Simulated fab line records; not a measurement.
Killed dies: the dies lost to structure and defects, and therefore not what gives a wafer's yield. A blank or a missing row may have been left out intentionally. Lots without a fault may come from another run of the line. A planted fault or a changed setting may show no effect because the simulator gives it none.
A struck lot beside a sound one :: flow n5_finfet :: 37 steps out of a route of 1938
Sound: wafers L816.2, L816.4, L816.5. Struck: wafer L823.2 (L823.1, L823.3, from the same lot, were not struck and are left out); the cause is given at the end.
Per side, at each step with rows, come the tool, then ch with its chambers, and then its first start. Under that, the readings that differ: sound wafers :: struck wafers :: difference of the means :: sigmas: that difference in standard deviations of wafers without a fault.
alike: same words and numbers on both sides, and readings whose means sit less than 2 such deviations apart. not compared: any withheld reading, any reading some wafer has no value for, any bound like >300 that may hide the same value, and any number with overlapping values for which the record gives no deviation.
Wherever a step has rows on one side only, a row that says differs or no value, or a row with sigmas, the two part there. Non-overlapping numbers with no deviation appear without sigmas and do not part them. A reading that every wafer of one side lacks parts them only if that side has two wafers or more.

first, 9 steps without rows for these wafers: N5_BEOL_M4_ANNEAL_95 (time 240 s); N5_BEOL_M4_SPUTTER_96 (material Cu, target thk 4.5 nm, time 8.29 s); N5_BEOL_M4_ECD_50 (material Cu, target thk 300 nm); N5_BEOL_M4_ANNEAL_51 (time 90 s); N5_BEOL_M4_CMP_52 (polishes, stops on SiOC, t overpolish 6.8 s, target thk 40 nm); N5_BEOL_M4_PRE_CLEAN_60 (time 15 s); N5_BEOL_M4_CO_CAP_55 (material Co, precursor CCTBA/H2, target thk 2 nm, time 102.1 s); N5_BEOL_M4_PRE_CLEAN_56 (time 15 s); N5_BEOL_M4_DEP_57 (deposits SiCN from 3MS/NH3, target thk 8 nm, time 14 s).
N5_BEOL_M4_RC_MEAS_101:
  sound on prober-01 ch 0, day 9 18:11; struck on prober-01 ch 0, day 11 18:58
reading: VT_P (mV)
sound: -257 -260 -262
struck: -251
difference: +9
sigmas: +2
  alike: DIBL_N, DIBL_P, IOFF_N, IOFF_P, ION_N, ION_P, SS_N, SS_P, VT_N
N5_BEOL_M5_ILD_DEP_00: deposits SiCOH lowk from DEMS/porogen, target thk 140.64 nm, time 25.9 s.
  sound on pecvd-04 ch 0,2, day 9 18:59; struck on pecvd-04 ch 1, day 11 19:56
reading: model.SiCOH_lowk_of_BEOL_M5_ILD_DEP_00.thk_nm (nm)
sound: 140.6 143.8 142.8
struck: 197.2
difference: +54.8
sigmas: 
  alike: heater_power_w, showerhead_plenum_p_Torr, showerhead_vpp_V, throttle_valve_pct
then, 1 step without rows for these wafers: N5_BEOL_M5_CURE_79 (cures SiCOH lowk, time 240 s).
N5_BEOL_M5_THK_MEAS_01:
  sound on film_metro-02, day 9 19:34; struck on film_metro-02, day 11 20:30
reading: M5_ILD_THK (nm)
sound: 121.0 123.7 122.8
struck: 170.1
difference: +47.6
sigmas: +28
then, 22 steps without rows for these wafers: N5_BEOL_M5_PECVD_70 (deposits SiO2 from TEOS/O2, target thk 16 nm, time 18 s); N5_BEOL_M5_HM_DEP_02 (deposits TiN, target thk 20 nm); N5_BEOL_M5_COAT_59 (time 60 s, resist thk 60 nm); N5_BEOL_M5_COAT_60 (time 60 s, resist thk 12 nm); N5_BEOL_M5_COAT_71 (time 60 s, resist thk 5 nm); N5_BEOL_M5_COAT_05 (resist thk 30 nm); N5_BEOL_M5_EBR_07; N5_BEOL_M5_SOFTBAKE_06 (time 60 s); N5_BEOL_M5_EXPOSE_08 (exposes mask M5, target cd 28 nm); N5_BEOL_M5_PEB_09 (peb time 60 s); N5_BEOL_M5_DEVELOP_10 (develop time 30 s); N5_BEOL_M5_DESCUM_16 (chemistry O2, time 7 s); N5_BEOL_M5_ETCH_72 (etches underlayer in N2/H2, target depth 6.5 nm, time 5.2 s); N5_BEOL_M5_ETCH_61 (etches SiARC in CF4, target depth 15.6 nm, time 26 s); N5_BEOL_M5_ETCH_62 (etches SOC in N2/H2, target depth 75 nm, overetch 15 nm, time 112.5 s); N5_BEOL_M5_STRIP_63 (strips in N2/H2); N5_BEOL_M5_STRIP_73 (strips in N2/H2); N5_BEOL_M5_STRIP_64 (strips in CF4); N5_BEOL_M5_HM_OPEN_17 (chemistry Cl2/BCl3, target TiN, target depth 20 nm, overetch 6 nm); N5_BEOL_M5_STRIP_19 (strips in O2); N5_BEOL_M5_COAT_65 (time 60 s, resist thk 60 nm); N5_BEOL_M5_COAT_66 (time 60 s, resist thk 12 nm).
N5_BEOL_M5_CMP_52: polishes, stops on SiCOH lowk, t overpolish 6.9 s, target thk 62 nm.
  sound on cmp-04 ch 1,3, day 10 09:52; struck on cmp-01 ch 0, day 12 10:40
reading: model.SiCOH_lowk_of_BEOL_M5_ILD_DEP_00.thk_nm (nm)
sound: 117.8 120.8 120
struck: 167.2
difference: +47.7
sigmas: 
  alike: motor_current_A
-- a jump in the record: the struck wafers' starts before and after are 4 days apart (it breaks off in module BEOL_M5 and resumes in module PASSIVATION, where the first step shown is number 1936 of the route) --
N5_PASSIVATION_PROBE_49:
  sound on prober-01, day 14 14:19; struck on prober-01, day 16 08:23
reading: defect_limited_yield (%)
sound: 89.1 91.3 88.1
struck: 2.4
difference: -87.1
sigmas: -58

reading: killed_at_M4_up
sound: 22 14 31
struck: 1046
difference: +1024
sigmas: +99 or more

reading: killed_at_other
sound: 1 3 2
struck: 13
difference: +11
sigmas: +4

reading: killed_dies
sound: 129 103 140
struck: 1152
difference: +1028
sigmas: +57

reading: killed_on_rim
sound: 17 12 23
struck: 136
difference: +119
sigmas: +26

reading: sort_bin_5_function (%)
sound: 5.3 5.8 6.4
struck: 93.6
difference: +87.8
sigmas: +88

reading: sort_n_pass
sound: 1051 1077 1040
struck: 28
difference: -1028
sigmas: -57

reading: sort_yield_pct (%)
sound: 89.1 91.3 88.1
struck: 2.4
difference: -87.1
sigmas: -58
  alike: killed_at_M0_to_M3, killed_at_contacts, killed_at_front_end, killed_open, killed_short, sort_bin_6_memory

## WHERE THEY PART
Last at N5_PASSIVATION_PROBE_49 as far as this record goes, first at N5_BEOL_M4_RC_MEAS_101.

WHY: what the simulator had put in
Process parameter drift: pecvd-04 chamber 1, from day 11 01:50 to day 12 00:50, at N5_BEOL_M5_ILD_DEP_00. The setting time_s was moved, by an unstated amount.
